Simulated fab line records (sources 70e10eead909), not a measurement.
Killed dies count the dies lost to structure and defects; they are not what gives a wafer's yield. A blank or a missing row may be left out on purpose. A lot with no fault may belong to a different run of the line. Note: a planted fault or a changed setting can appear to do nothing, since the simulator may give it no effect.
Matching of chambers + flow nandHarc + 4 sister chambers for NHARC_A_M0_CMP_23 on cmp-01
The step polishes, t overpolish 20 s, target thk 113.75 nm. 7 wafers are shown with their chamber, then 6 later ones without.

== EACH WAFER AND ITS CHAMBER ==
| wafer  | chamber | timeToEndpointS (s) | motorCurrentA (A) |
|--------|---------|---------------------|-------------------|
| L900.4 | 0       | 27.6                | 12.3              |
| L900.6 | 3       | 32.2                | 12.2              |
| L901.2 | 2       | 31.4                | 11.2              |
| L901.4 | 1       | 28.2                | 11.9              |
| L901.6 | 1       | 28.6                | 11.4              |
| L905.2 | 0       | 25.2                | 11.3              |
| L905.3 | 2       | 30.7                | 10.4              |

== WAFERS WITHOUT THEIR CHAMBER ==
| wafer  | timeToEndpointS (s) | motorCurrentA (A) |
|--------|---------------------|-------------------|
| L905.5 | 27.8                | 11.0              |
| L908.2 | 28.8                | 13.1              |
| L908.3 | 33.0                | 11.1              |
| L908.6 | 26.6                | 12.4              |
| L914.5 | 25.3                | 11.6              |
| L914.6 | 24.6                | 11.8              |

== CHAMBER TAKEN BY EACH ==
| wafer  | from the rows above          | in truth |
|--------|------------------------------|----------|
| L905.5 | can't be placed: 1 or 0 or 2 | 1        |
| L908.2 | can't be placed: 1 or 0 or 3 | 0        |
| L908.3 | can't be placed: 2 or 3      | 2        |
| L908.6 | can't be placed: 0 or 1      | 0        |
| L914.5 | can't be placed: 0 or 1      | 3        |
| L914.6 | can't be placed: 0 or 1      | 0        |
Placed correctly: 0 of 6. Can't be placed from these rows: 6 (the true chamber is among the candidates in 5). Placed wrongly: 0.
How it was worked out, from the rows above alone: a wafer's distance from a chamber is the root of the sum, over the readings, of the square of ((its reading less the chamber's mean) divided by the reading's scatter). The wafer belongs to the nearest chamber; if the next one is less than 2 further off, it can't be placed. Each chamber's mean is taken over the wafers shown for it. The scatter: take each reading less its chamber's mean, square it, sum over the shown wafers, divide by the number of wafers less the number of chambers, and take the root.
